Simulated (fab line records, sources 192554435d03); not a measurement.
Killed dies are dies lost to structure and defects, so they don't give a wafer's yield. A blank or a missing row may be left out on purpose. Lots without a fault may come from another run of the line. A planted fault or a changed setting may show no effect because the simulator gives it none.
Which tool did it? | flow n5_finfet | 24 lots, 72 wafers sampled, at 2 steps of a route of 1938

WHAT THE GAUGES READ, wafer by wafer
N5_BEOL_M0_CUTY_OVL_MEAS_58.
lot  | measured     | on         | M0_ABLK_OVL (nm)
L074 | day 5 19:29  | overlay-01 | -0.9 -0.1 0.9
L076 | day 6 03:32  | overlay-02 | -1.0 -1.1 -1.6
L075 | day 6 04:56  | overlay-01 | -0.2 0.1 0.8
L077 | day 6 16:05  | overlay-01 | 0.2 -0.3 0.5
L078 | day 7 06:07  | overlay-01 | -1.6 -1.6 -2.0
L079 | day 7 10:49  | overlay-01 | -0.4 -1.4 0.4
L080 | day 7 11:38  | overlay-02 | 0.0 -0.5 -0.1
L081 | day 8 01:21  | overlay-02 | -0.3 -0.5 -0.9
L082 | day 8 01:59  | overlay-02 | 0.2 -0.6 -0.9
L083 | day 8 02:26  | overlay-02 | -0.6 -1.1 -0.3
L084 | day 8 06:19  | overlay-01 | -0.9 -0.7 -1.6
L085 | day 8 09:34  | overlay-01 | -0.1 1.6 0.8
L086 | day 9 01:35  | overlay-01 | -2.2 -0.9 -1.5
L087 | day 9 06:21  | overlay-01 | -0.1 0.2 -0.7
L088 | day 9 09:21  | overlay-01 | -0.1 -1.6 -1.2
L089 | day 9 10:43  | overlay-02 | -0.8 -1.3 -0.8
L090 | day 9 18:17  | overlay-01 | -1.3 -0.8 -0.2
L091 | day 9 21:02  | overlay-01 | -0.5 -1.1 -0.6
L092 | day 10 02:43 | overlay-02 | 0.9 0.7 -0.3
L093 | day 10 12:43 | overlay-02 | 1.1 0.0 -0.5
L094 | day 10 17:52 | overlay-01 | -0.4 0.7 0.5
L095 | day 11 01:14 | overlay-02 | -1.4 -1.4 -0.9
L097 | day 11 15:02 | overlay-02 | -1.4 -0.4 0.3
L096 | day 11 15:35 | overlay-02 | -1.0 0.3 -0.1

WHICH TOOL RAN EACH LOT (tool, then ch and the chambers of the sampled wafers, then the start)
lot  | N5_BEOL_M0_SAQP_ALD_48
L074 | ald_sin-01 ch 0,1,3, day 5 18:26
L076 | ald_sin-01 ch 0,1,2, day 6 02:28
L075 | ald_sin-02 ch 0,1,3, day 6 03:52
L077 | ald_sin-04 ch 0,1,3, day 6 15:02
L078 | ald_sin-02 ch 0,2,3, day 7 05:04
L079 | ald_sin-02 ch 0,1, day 7 09:53
L080 | ald_sin-02 ch 0,1,2, day 7 10:29
L081 | ald_sin-02 ch 0,1,2, day 8 00:26
L082 | ald_sin-02 ch 1,2, day 8 00:56
L083 | ald_sin-04 ch 0,1,2, day 8 01:23
L084 | ald_sin-04 ch 1,2,3, day 8 05:24
L085 | ald_sin-02 ch 0,2,3, day 8 08:34
L086 | ald_sin-02 ch 0,1,2, day 9 00:54
L087 | ald_sin-04 ch 0,2, day 9 05:18
L088 | ald_sin-02 ch 0,3, day 9 08:26
L089 | ald_sin-04 ch 0,2, day 9 09:40
L090 | ald_sin-02 ch 1,2,3, day 9 17:21
L091 | ald_sin-02 ch 0,2,3, day 9 19:59
L092 | ald_sin-04 ch 0,1,3, day 10 01:40
L093 | ald_sin-02 ch 2,3, day 10 11:34
L094 | ald_sin-01 ch 0,2,3, day 10 16:56
L095 | ald_sin-02 ch 1,2,3, day 11 00:19
L097 | ald_sin-04 ch 1,3, day 11 14:07
L096 | ald_sin-04 ch 0,1,3, day 11 14:40
- N5_BEOL_M0_SAQP_ALD_48: deposits SiO2, target thk 20 nm, pulse time 1 s, co reactant pulse time 1 s.

WHAT THE TOOLS THEMSELVES READ (means of the sampled wafers that have a number; where no wafer has one, the mark that the record gives instead)
N5_BEOL_M0_SAQP_ALD_48.
lot  | tool       | heater_power_outer_w (W) | heater_power_w (W) | precursor_pulse_height_rel
L074 | ald_sin-01 | 48                       | 85                 | 1.007
L076 | ald_sin-01 | 47                       | 85                 | 0.984
L075 | ald_sin-02 | 40                       | 74                 | 1.020
L077 | ald_sin-04 | 40                       | 83                 | 1.007
L078 | ald_sin-02 | 39                       | 75                 | 0.994
L079 | ald_sin-02 | 44                       | 82                 | 1.006
L080 | ald_sin-02 | 43                       | 83                 | 0.970
L081 | ald_sin-02 | 43                       | 82                 | 0.980
L082 | ald_sin-02 | 44                       | 81                 | 1.006
L083 | ald_sin-04 | 43                       | 84                 | 1.000
L084 | ald_sin-04 | 43                       | 85                 | 1.008
L085 | ald_sin-02 | 39                       | 74                 | 0.988
L086 | ald_sin-02 | 43                       | 81                 | 0.995
L087 | ald_sin-04 | 41                       | 80                 | 1.015
L088 | ald_sin-02 | 36                       | 69                 | 1.005
L089 | ald_sin-04 | 42                       | 82                 | 0.999
L090 | ald_sin-02 | 39                       | 75                 | 1.006
L091 | ald_sin-02 | 39                       | 74                 | 0.996
L092 | ald_sin-04 | 40                       | 81                 | 0.992
L093 | ald_sin-02 | 38                       | 74                 | 0.991
L094 | ald_sin-01 | 47                       | 85                 | 1.015
L095 | ald_sin-02 | 39                       | 74                 | 0.985
L097 | ald_sin-04 | 41                       | 82                 | 0.999
L096 | ald_sin-04 | 40                       | 80                 | 0.996

THE ANSWER, worked out from the rows above alone
Rule: what is usual is taken from the lots themselves. Put in order of their means at a reading, lots are off if they are a third of the lots or fewer, leave a main group of 4 or more, and stand apart from it by a gap of 3 or more times the standard deviation of the main group's means; of several such gaps the widest counts. A main group whose means are all the same, to the digits that the tables above print for the reading, isn't used. A lot without any number at a reading at which 4 lots or more have one is off too. The other lots that the step has rows for count as sound. The gauges are gone through in route order, then the tools' own readings, and for those a lot's mean is taken as printed above. The first step at which some lot is off is used, and at that step the reading that is off furthest; a lot without a number counts as furthest.
No lot is off at any reading shown: from this, nothing can be told.

WHAT THE SIMULATOR HAD PUT IN
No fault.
